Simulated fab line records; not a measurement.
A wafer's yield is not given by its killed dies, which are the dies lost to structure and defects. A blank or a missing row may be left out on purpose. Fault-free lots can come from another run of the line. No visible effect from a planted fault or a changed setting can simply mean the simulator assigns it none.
fab line records	flow n5Finfet
[record] lots = 4	wafers = 12	lastDay = 15
route steps=1938 shown HKMG_FIN@393 BEOL_M4@1111 PASSIVATION@1936
lots untouched by any fault: they come from a run of this same line in which no faults occurred
startH: hours from the record's first day to the start of the lot's first wafer shown	waitH: hours since the lot's step before	" identical to the entry in the row above	L1.1+2: a row that stands for several wafers	- no value, or no start was given	* or withheld: withheld	< > ~ a bound
route shown NAME@n: a module of which the file shows steps, and the number in the route of the first	usual: mean/standard deviation taken from wafers without a fault	same: alike in all rows	chamber/n: place in a boat	sites: per-site readings	_std_site: the standard deviation of these	_edge_site: mean of outer sites minus mean of inner sites	radiusMm: for every site, how far away it sits from the centre of the wafer	mask NAME#n: copy n	behind: tool/chamber where the wafer was last shaped	hold: what put the lot on hold/how long, in hours/how the hold closed	device: the n, p or np transistor that did not switch	end of line: the route-end tests of the same wafers	step lacking rows: just its recipe	killed: count of dies lost to structure and defects at first sort (not the wafer's yield)	map: a wafer's dies, x killed, . not, _ none there
set.NAME: the setting that was run; set.NAME@STEP: the one run at that earlier step	model.NAME: the simulator's own value behind a step, which no gauge read
a table for each step, a row for each wafer; lots at some steps of the route
services: the hour from which a tool's chamber was out of use, counted from the record's first day as startH (under 0 if before that day), plus the number of hours and why
[[steps]]
[step N5_HKMG_FIN_EBR_45]
[recipe] solvent = PGMEA	ebrWidthMm = 1.5
[step N5_HKMG_FIN_SOFTBAKE_44]
[recipe] tempC = 110	timeS = 60	resist = CAR-ArF
[step N5_HKMG_FIN_EXPOSE_46]
[recipe] maskId = NDIPOLE	na = 1.35	sourceShape = conventional	sigmaOuter = 0.8	polarization = unpolarized	doseMj = 40
[step N5_HKMG_FIN_PEB_47]
[recipe] pebTempC = withheld	pebTimeS = 60	resist = CAR-ArF
[step N5_HKMG_FIN_DEVELOP_48]
[recipe] developTimeS = 30	developer = TMAH	resist = CAR-ArF	rinseLiquid = diw	dry = airSpin	devTempC = 23
[step N5_HKMG_FIN_DESCUM_53]
[recipe] chemistry = O2	timeS = 7.9	sourcePowerW = 50	biasPowerW = 20	pressureMtorr = 20	rfFrequencyHz = 2.712e+07	tempC = 40	resist = CAR-ArF	o2FlowSccm = 225
[step N5_HKMG_FIN_ETCH_54]
[recipe] chemistry = CF4	target = SiARC	targetDepthA = 455	maskMaterial = CAR-ArF	timeS = 75.8	ionEnergyEv = 80	pressureMtorr = 40	sourceW = 545	biasW = 36	Ar_flow_sccm = 100	cf4FlowSccm = 100	ends = cleared
[step N5_HKMG_FIN_ETCH_55]
[recipe] chemistry = N2/H2	target = SOC	targetDepthA = 2400	tempC = 40	timeS = 300	ionEnergyEv = 200	maskMaterial = SiARC	pressureMtorr = 30	sourceW = 840	biasW = 150	n2FlowSccm = 200	h2FlowSccm = 200
[step N5_HKMG_FIN_STRIP_56]
[recipe] chemistry = N2/H2	tempC = 40	n2FlowSccm = 200	h2FlowSccm = 200	rfFrequencyHz = 6e+07
[step N5_HKMG_FIN_STRIP_57]
[recipe] chemistry = CF4	resist = SiARC	powerW = 300	biasPowerW = 75	pressureMtorr = 50	cf4FlowSccm = 150	rfFrequencyHz = 6e+07
[usual] biasPowerW = 75.00/0.22	cf4FlowSccm = 149.9/0.41	drypumpMotorCurrentA = 5.3/0.57	oesProductAu = 0.75/0.081	rfFwdPowerW = 294.4/1.4	rfVppV = 270.7/1.5	showerheadPlenumPTorr = 1.78/0.056	throttleValvePct = 13.60/0.26
lot.wafer	tool	chamber	startH	waitH	biasPowerW	cf4FlowSccm	drypumpMotorCurrentA	oesProductAu	rfFwdPowerW	rfHoursCounterH	rfVppV	showerheadPlenumPTorr	throttleValvePct	model.SiARC_of_HKMG_FIN_COAT_42.thkNm
L952.2	rieDiel-05	0	100.40	0.0	-	-	-	-	-	-	-	-	-	21.6
L952.3	"	3	"	"	-	-	-	-	-	-	-	-	-	21.4
L952.6	"	1	"	"	-	-	-	-	-	-	-	-	-	22
L953.2	rieDiel-05	0	106.62	0.0	-	-	-	-	-	-	-	-	-	21.6
L953.4	"	2	"	"	-	-	-	-	-	-	-	-	-	21
L953.6	"	0	"	"	-	-	-	-	-	-	-	-	-	21.4
L954.1	rieDiel-05	0	114.23	0.0	74.79	150.1	6.0	0.67	-	248	270.4	1.75	13.61	0
L954.3	"	3	"	"	75.38	150.5	4.9	0.74	297.2	160	268.8	1.70	13.54	0
L954.5	"	1	"	"	75.18	150.1	6.4	0.77	-	-	270.2	1.74	13.60	0
L963.1	rieDiel-01	3	167.15	0.0	74.74	149.6	4.9	0.68	-	241	271.0	1.77	13.58	0
L963.3	"	1	"	"	75.20	150.2	4.7	0.73	-	193	272.5	1.84	13.68	0
L963.4	"	2	"	"	74.92	149.5	6.3	0.68	-	238	271.3	1.75	13.76	0
[step N5_HKMG_FIN_ETCH_58]
[recipe] chemistry = N2/H2	target = SOC	targetDepthA = 2158	ionEnergyEv = 50	biasW = 13	timeS = 741	pressureMtorr = 30	sourceW = 875	n2FlowSccm = 200	h2FlowSccm = 200
[step N5_HKMG_FIN_STRIP_93]
[recipe] chemistry = N2/H2	material = SOC	timeS = 20	powerW = 500	tempC = 40	pressureMtorr = 50	rfFrequencyHz = 6e+07	biasPowerW = 8	h2Frac = 0.5	n2FlowSccm = 300	h2FlowSccm = 300
[step N5_HKMG_FIN_WET_ETCH_76]
[recipe] chemistry = dNH4OH	mix = 1:50	tempC = 25	target = Al2O3	stopOn = La2O3	targetDepthNm = 2.25	dry = ipaMarangoni	rinseTimeS = 30	rinseTempC = 23
[step N5_HKMG_FIN_STRIP_60]
[recipe] chemistry = N2/H2	powerW = 2500	tempC = 300	h2Frac = 0.65	timeS = 360	pressureMtorr = withheld	n2FlowSccm = 1750	h2FlowSccm = 3250
[usual] drypumpMotorCurrentA = 5.4/0.39	h2FlowSccm = 3249/10	heaterPowerW = 441/16
lot.wafer	tool	chamber	startH	waitH	drypumpMotorCurrentA	h2FlowSccm	heaterPowerW	rfHoursCounterH	model.SOC_of_HKMG_FIN_COAT_41.thkNm
L952.2	plasmaAsher-02	1	101.00	0.0	5.8	3247	416	93	81.8
L952.3	"	0	"	"	5.1	3242	455	-	68.4
L952.6	"	1	"	"	5.7	3241	450	-	88.2
L953.2	plasmaAsher-01	0	107.24	0.0	5.8	3249	423	46	79.6
L953.4	"	0	"	"	5.8	3256	424	-	71.6
L953.6	"	1	"	"	4.9	3253	432	-	81.6
L954.1	plasmaAsher-02	0	114.83	0.0	5.1	3240	470	96	0
L954.3	"	1	"	"	5.8	3263	438	-	0
L954.5	"	0	"	"	5.1	3240	461	-	0
L963.1	plasmaAsher-01	1	167.75	0.0	4.9	3242	434	57	0
L963.3	"	0	"	"	5.8	3244	431	-	0
L963.4	"	1	"	"	4.9	3255	427	-	0
[step N5_HKMG_FIN_WET_ETCH_77]
[recipe] chemistry = dHCl	mix = 1:10000	tempC = 25	target = La2O3	stopOn = HfO2	targetDepthNm = 2
[step N5_HKMG_FIN_WET_ETCH_78]
[recipe] chemistry = dNH4OH	mix = 1:50	tempC = 25	target = Al2O3	stopOn = La2O3	targetDepthNm = 4.5	dry = ipaMarangoni	rinseTimeS = 30	rinseTempC = 23
[step N5_HKMG_FIN_ALD_79]
[recipe] material = TiN	targetThkA = 15	tempC = 400	aldPrecursorFamily = TiCl4	aldCoReactant = NH3	pulseTimeS = 1	purgeTimeS = 3	coReactantPurgeTimeS = 2	coReactantPulseTimeS = 2	aldCycles = 68	pressureTorr = 3
[step N5_HKMG_FIN_CVD_62]
[recipe] material = a-Si	targetThkA = 30	tempC = 500	precursor = Si2H6	pressureTorr = 1	timeS = 20.8
[step N5_HKMG_FIN_RTA_80]
[recipe] tempC = withheld	timeS = 2	ambient = N2	idleTempC = 600	rampUpCPerS = 150	rampDownCPerS = 60	coolToC = 600
[step N5_HKMG_FIN_PRECLEAN_64]
[recipe] chemistry = dHF	timeS = 30	tempC = 25	dilution = withheld
[step N5_HKMG_FIN_WET_ETCH_65]
[recipe] chemistry = TMAH	tempC = 70	concWtPct = 5	target = a-Si	stopOn = TiN	timeS = 49	targetDepthNm = 3
[step N5_HKMG_FIN_WET_ETCH_81]
[recipe] chemistry = SC1	target = TiN	stopOn = HfO2	mix = 1:1:5	tempC = 60	timeS = 57	targetDepthNm = 6
[step N5_HKMG_FIN_WET_ETCH_82]
[recipe] chemistry = dHCl	mix = 1:10000	tempC = 25	target = La2O3	stopOn = HfO2	targetDepthNm = 2	dry = ipaMarangoni	rinseTimeS = 30	rinseTempC = 23
[step N5_HKMG_FIN_ALD_36]
[recipe] material = TiN	targetThkA = 10	tempC = 400	aldPrecursorFamily = TiCl4	aldCoReactant = NH3	pulseTimeS = 1	purgeTimeS = 3	coReactantPurgeTimeS = 2	coReactantPulseTimeS = 2	aldCycles = 47	pressureTorr = 3
[step N5_HKMG_FIN_PWFM_ALD_03]
[recipe] material = TiN	targetThkA = 20	tempC = 400	aldPrecursorFamily = TiCl4	aldCoReactant = NH3	pulseTimeS = 1	purgeTimeS = 3	coReactantPurgeTimeS = 2	coReactantPulseTimeS = 2	aldCycles = 91	pressureTorr = 3
[step N5_HKMG_FIN_COAT_29]
[recipe] resist = SOC	tempC = 250	timeS = 60	spinRpm = 1500	resistThkNm = 300
[step N5_HKMG_FIN_COAT_30]
[recipe] resist = SiARC	tempC = 220	timeS = 60	spinRpm = 1500	resistThkNm = 35
[step N5_HKMG_FIN_COAT_06]
[recipe] resist = CAR-ArF	spinRpm = 1500	resistThkNm = 90
[step N5_HKMG_FIN_EBR_08]
[recipe] solvent = PGMEA	ebrWidthMm = 1.5
[step N5_HKMG_FIN_SOFTBAKE_07]
[recipe] tempC = 110	timeS = 60	resist = CAR-ArF
[step N5_HKMG_FIN_EXPOSE_09]
[recipe] maskId = NWFM	na = 1.35	sourceShape = conventional	sigmaOuter = 0.8	polarization = unpolarized	doseMj = 39.25
[step N5_HKMG_FIN_PEB_10]
[recipe] pebTempC = withheld	pebTimeS = 60	resist = CAR-ArF
[step N5_HKMG_FIN_DEVELOP_11]
[recipe] developTimeS = 30	developer = TMAH	resist = CAR-ArF	devTempC = 23	rinseLiquid = diw	dry = airSpin
[step N5_HKMG_FIN_INSPECT_14]
[recipe] mode = adi	inspectInstrument = macro
[usual] rawDefectCount = 2.0/1.3
lot.wafer	tool	chamber	startH	waitH	rawDefectCount
L952.2	defectInspect-01	-	103.33	0.0	22
L952.3	"	-	"	"	25
L952.6	"	-	"	"	17
L953.2	defectInspect-02	-	109.57	0.0	13
L953.4	"	-	"	"	14
L953.6	"	-	"	"	24
L954.1	defectInspect-01	-	117.30	0.0	4
L954.3	"	-	"	"	2
L954.5	"	-	"	"	1
L963.1	defectInspect-02	-	170.25	0.0	1
L963.3	"	-	"	"	3
L963.4	"	-	"	"	4
[step N5_HKMG_FIN_DESCUM_17]
[recipe] chemistry = O2	timeS = 7.9	sourcePowerW = 50	biasPowerW = 20	pressureMtorr = 20	rfFrequencyHz = 2.712e+07	tempC = 40	resist = CAR-ArF	o2FlowSccm = 225
[step N5_BEOL_M4_RC_MEAS_101]
[usual] DIBL_N = 36.8/2.2	DIBL_P = 37.1/2.8	IOFF_N = 0.17/0.04	IOFF_P = 0.22/0.049	ION_N = 672/16	ION_P = 460/9.2	SS_N = 71.6/0.69	SS_P = 73.5/0.78	VT_N = 249/3.6	VT_P = -250/3.9
lot.wafer	tool	chamber	startH	waitH	DIBL_N[mV/V]	DIBL_P[mV/V]	IOFF_N[nA/um]	IOFF_P[nA/um]	ION_N[uA/um]	ION_P[uA/um]	SS_N[mV/dec]	SS_P[mV/dec]	VT_N[mV]	VT_P[mV]
L954.1	prober-02	0	207.65	0.0	40.3	41.0	0.24	0.26	712	473	72.6	74.9	241	-249
L954.3	"	0	"	"	40.2	41.3	0.23	0.28	681	460	72.5	73.7	244	-248
L954.5	"	0	"	"	40.7	41.0	0.23	0.27	696	469	72.1	74.8	245	-249
L963.1	prober-02	0	260.80	0.0	34.7	37.0	0.14	0.20	686	469	70.7	72.9	252	-249
L963.3	"	0	"	"	36.4	37.2	0.20	0.21	660	456	73.3	73.3	250	-251
L963.4	"	0	"	"	33.1	33.6	0.11	0.15	639	441	71.2	72.1	255	-252
[step N5_PASSIVATION_PROBE_49]
[usual] killed_at_M0_to_M3 = 35/11	killed_at_M4_up = 13/5.7	killedAtContacts = 12/5.7	killedAtFrontEnd = 40/11	killedAtOther = 4/4.4	killedDies = 105/18	killedOnRim = 14/3.9	killedOpen = 68/14	killedShort = 34/7.4
[same] grossDies = 1180	killedAtBackSide = 0
lot.wafer	tool	chamber	startH	waitH	killed_at_M0_to_M3	killed_at_M4_up	killedAtContacts	killedAtFrontEnd	killedAtOther	killedDies	killedOnRim	killedOpen	killedShort
L953.2	prober-01	-	291.37	0.1	41	15	6	1112	6	1180	152	75	34
L953.4	prober-01	-	291.47	0.2	34	12	16	1112	6	1180	152	69	26
L953.6	prober-01	-	291.57	0.3	42	11	14	1098	15	1180	152	69	49
L952.2	prober-02	-	296.10	0.1	36	21	9	1112	2	1180	152	87	44
L952.3	prober-02	-	296.15	0.1	46	17	4	1110	3	1180	152	78	38
L952.6	prober-02	-	296.30	0.3	57	13	11	1098	1	1180	152	85	50
// killed by level:class
L953.2 HKMG_FIN:areaAld=1070 BEOL_M1:geometricParticle:open=16 BEOL_M0_SAQP:geometricParticle:open=9 DUMMY_GATE:geometricParticle:open=8 FIN_SAQP:geometricParticle:short=7 BEOL_M0_SAQP:geometricParticle:short=6 BEOL_M4:geometricParticle:open=6 FIN_SAQP:geometricParticle:open=5
L953.4 HKMG_FIN:areaAld=1082 MOL_CONTACT_COAG:geometricParticle:open=12 BEOL_M1:geometricParticle:open=10 BEOL_M3:geometricParticle:open=7 BEOL_M4:geometricParticle:open=7 STI_FIN_REVEAL:geometricParticle:open=5 GATE_CUT:geometricParticle:open=5 BEOL_M0_SAQP:geometricParticle:short=5
L953.6 HKMG_FIN:areaAld=1058 BEOL_M3:geometricParticle:open=11 MOL_CONTACT_COAG:geometricParticle:open=10 BEOL_M0_SAQP:geometricParticle:short=9 STI_FIN_REVEAL:geometricParticle:open=8 BEOL_M1:geometricParticle:open=7 ILD0:geometricParticle:open=6 BEOL_M1:geometricParticle:short=6
L952.2 HKMG_FIN:areaAld=1049 STI_FIN_REVEAL:geometricParticle:open=19 FIN_SAQP:geometricParticle:short=14 BEOL_M0_SAQP:geometricParticle:open=11 BEOL_M3:geometricParticle:open=10 FIN_SAQP:geometricParticle:open=9 BEOL_M0_SAQP:geometricParticle:short=8 MOL_CONTACT_COAG:geometricParticle:open=7
L952.3 HKMG_FIN:areaAld=1063 BEOL_M0_SAQP:geometricParticle:open=19 STI_FIN_REVEAL:geometricParticle:open=17 BEOL_M0_SAQP:geometricParticle:short=12 BEOL_M3:geometricParticle:open=8 FIN_SAQP:geometricParticle:open=6 BEOL_M4:geometricParticle:open=6 GATE_CUT:geometricParticle:short=5
L952.6 HKMG_FIN:areaAld=1044 BEOL_M0_SAQP:geometricParticle:open=20 STI_FIN_REVEAL:geometricParticle:open=14 GATE_CUT:geometricParticle:short=12 BEOL_M0_SAQP:geometricParticle:short=12 FIN_SAQP:geometricParticle:open=9 BEOL_M3:geometricParticle:open=9 MOL_CONTACT_COAG:geometricParticle:open=8
// map L952.2 (x killed, . not)
_________________xxxxxxxxxxxx________________
______________xxxxxxxxxxxxxxxxxx_____________
___________xxxxxxxxxxxxxxxxxxxxxxxx__________
__________xxxxxxxxxxxxxxxxxxxxxxxxxx_________
________xxxxxxxxxxxxxxxxxxxxxxxxxxxxxx_______
_______xxxxxxxxxxxxxxxxxxxxxxxxxxxxxxxx______
______xxxxxxxxxxxxxxxxxxxxxxxxxxxxxxxxxx_____
_____xxxxxxxxxxxxxxxxxxxxxxxxxxxxxxxxxxxx____
____xxxxxxxxxxxxxxxxxxxxxxxxxxxxxxxxxxxxxx___
___xxxxxxxxxxxxxxxxxxxxxxxxxxxxxxxxxxxxxxxx__
___xxxxxxxxxxxxxxxxxxxxxxxxxxxxxxxxxxxxxxxx__
__xxxxxxxxxxxxxxxxxxxxxxxxxxxxxxxxxxxxxxxxxx_
__xxxxxxxxxxxxxxxxxxxxxxxxxxxxxxxxxxxxxxxxxx_
_xxxxxxxxxxxxxxxxxxxxxxxxxxxxxxxxxxxxxxxxxxxx
_xxxxxxxxxxxxxxxxxxxxxxxxxxxxxxxxxxxxxxxxxxxx
_xxxxxxxxxxxxxxxxxxxxxxxxxxxxxxxxxxxxxxxxxxxx
_xxxxxxxxxxxxxxxxxxxxxxxxxxxxxxxxxxxxxxxxxxxx
_xxxxxxxxxxxxxxxxxxxxxxxxxxxxxxxxxxxxxxxxxxxx
_xxxxxxxxxxxxxxxxxxxxxxxxxxxxxxxxxxxxxxxxxxxx
_xxxxxxxxxxxxxxxxxxxxxxxxxxxxxxxxxxxxxxxxxxxx
_xxxxxxxxxxxxxxxxxxxxxxxxxxxxxxxxxxxxxxxxxxxx
__xxxxxxxxxxxxxxxxxxxxxxxxxxxxxxxxxxxxxxxxxx_
__xxxxxxxxxxxxxxxxxxxxxxxxxxxxxxxxxxxxxxxxxx_
___xxxxxxxxxxxxxxxxxxxxxxxxxxxxxxxxxxxxxxxx__
___xxxxxxxxxxxxxxxxxxxxxxxxxxxxxxxxxxxxxxxx__
____xxxxxxxxxxxxxxxxxxxxxxxxxxxxxxxxxxxxxx___
_____xxxxxxxxxxxxxxxxxxxxxxxxxxxxxxxxxxxx____
______xxxxxxxxxxxxxxxxxxxxxxxxxxxxxxxxxx_____
_______xxxxxxxxxxxxxxxxxxxxxxxxxxxxxxxx______
________xxxxxxxxxxxxxxxxxxxxxxxxxxxxxx_______
__________xxxxxxxxxxxxxxxxxxxxxxxxxx_________
___________xxxxxxxxxxxxxxxxxxxxxxxx__________
______________xxxxxxxxxxxxxxxxxx_____________
_________________xxxxxxxxxxxx________________
// map L953.2 (x killed, . not)
_________________xxxxxxxxxxxx________________
______________xxxxxxxxxxxxxxxxxx_____________
___________xxxxxxxxxxxxxxxxxxxxxxxx__________
__________xxxxxxxxxxxxxxxxxxxxxxxxxx_________
________xxxxxxxxxxxxxxxxxxxxxxxxxxxxxx_______
_______xxxxxxxxxxxxxxxxxxxxxxxxxxxxxxxx______
______xxxxxxxxxxxxxxxxxxxxxxxxxxxxxxxxxx_____
_____xxxxxxxxxxxxxxxxxxxxxxxxxxxxxxxxxxxx____
____xxxxxxxxxxxxxxxxxxxxxxxxxxxxxxxxxxxxxx___
___xxxxxxxxxxxxxxxxxxxxxxxxxxxxxxxxxxxxxxxx__
___xxxxxxxxxxxxxxxxxxxxxxxxxxxxxxxxxxxxxxxx__
__xxxxxxxxxxxxxxxxxxxxxxxxxxxxxxxxxxxxxxxxxx_
__xxxxxxxxxxxxxxxxxxxxxxxxxxxxxxxxxxxxxxxxxx_
_xxxxxxxxxxxxxxxxxxxxxxxxxxxxxxxxxxxxxxxxxxxx
_xxxxxxxxxxxxxxxxxxxxxxxxxxxxxxxxxxxxxxxxxxxx
_xxxxxxxxxxxxxxxxxxxxxxxxxxxxxxxxxxxxxxxxxxxx
_xxxxxxxxxxxxxxxxxxxxxxxxxxxxxxxxxxxxxxxxxxxx
_xxxxxxxxxxxxxxxxxxxxxxxxxxxxxxxxxxxxxxxxxxxx
_xxxxxxxxxxxxxxxxxxxxxxxxxxxxxxxxxxxxxxxxxxxx
_xxxxxxxxxxxxxxxxxxxxxxxxxxxxxxxxxxxxxxxxxxxx
_xxxxxxxxxxxxxxxxxxxxxxxxxxxxxxxxxxxxxxxxxxxx
__xxxxxxxxxxxxxxxxxxxxxxxxxxxxxxxxxxxxxxxxxx_
__xxxxxxxxxxxxxxxxxxxxxxxxxxxxxxxxxxxxxxxxxx_
___xxxxxxxxxxxxxxxxxxxxxxxxxxxxxxxxxxxxxxxx__
___xxxxxxxxxxxxxxxxxxxxxxxxxxxxxxxxxxxxxxxx__
____xxxxxxxxxxxxxxxxxxxxxxxxxxxxxxxxxxxxxx___
_____xxxxxxxxxxxxxxxxxxxxxxxxxxxxxxxxxxxx____
______xxxxxxxxxxxxxxxxxxxxxxxxxxxxxxxxxx_____
_______xxxxxxxxxxxxxxxxxxxxxxxxxxxxxxxx______
________xxxxxxxxxxxxxxxxxxxxxxxxxxxxxx_______
__________xxxxxxxxxxxxxxxxxxxxxxxxxx_________
___________xxxxxxxxxxxxxxxxxxxxxxxx__________
______________xxxxxxxxxxxxxxxxxx_____________
_________________xxxxxxxxxxxx________________
[[services]]
tool	chamber	startH	hours	kind
plasmaAsher-01	-	96.63	1.2	repair
rieDiel-01	-	102.19	4.3	pm
rieDiel-01	2	107.31	5.2	repair
rieDiel-01	-	114.81	14.6	pm
rieDiel-05	0	119.05	-	clean
rieDiel-05	0	119.05	-	consumableReplace:focusRing
rieDiel-05	0	119.05	23.4	scheduledDown
rieDiel-05	0	119.05	23.4	ventCycle
rieDiel-05	2	120.99	4.6	repair
rieDiel-01	0	141.86	-	clean
rieDiel-01	0	141.86	-	consumableReplace:focusRing
rieDiel-01	0	141.86	13.6	scheduledDown
rieDiel-01	0	141.86	13.6	ventCycle
[[key]]
[firstSign] step = N5_HKMG_FIN_STRIP_57	reading = toolRecord	direction = missing
[effect] step = N5_HKMG_FIN_INSPECT_14	reading = rawDefectCount	direction = up	sigmas = 13	usual = 2.0	struck = 19.2
[effect] step = N5_PASSIVATION_PROBE_49	reading = killedAtFrontEnd	direction = up	sigmas = 97	usual = 40	struck = 1107
[modelEffect] step = N5_HKMG_FIN_STRIP_57	value = SiARC_of_HKMG_FIN_COAT_42.thkNm	without = 0	struck = 21.5
[modelEffect] step = N5_HKMG_FIN_STRIP_60	value = SOC_of_HKMG_FIN_COAT_41.thkNm	without = 0	struck = 78.53
[moreKillsBornAt] N5_HKMG_FIN_ALD_79@aldMetal-02 = 3210	N5_HKMG_FIN_ALD_79@aldMetal-03 = 3156
metAt N5_HKMG_FIN_STRIP_57
struckWafers L952.2,L952.3,L952.6,L953.2,L953.4,L953.6
laterRowsLeftOut L952.2,L952.3,L952.6,L953.2,L953.4,L953.6
testerLeftOut L952,L953
[fault] kind = skippedStepWhole	tool = rieDiel-05	chamber = -	onsetH = 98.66	steps = N5_HKMG_FIN_STRIP_57	scope = struckLotsOnly
// testerLeftOut: of these lots the tester's yield and bins aren't shown, on N5 and GAA mostly nor the transistor test; their killed dies are dies lost to structure and defects alone, not to doping, threshold or leakage, so they don't give the yield
// laterRowsLeftOut: the simulator's readings of these wafers behind a module that went badly wrong aren't trusted and aren't shown, but for the sort
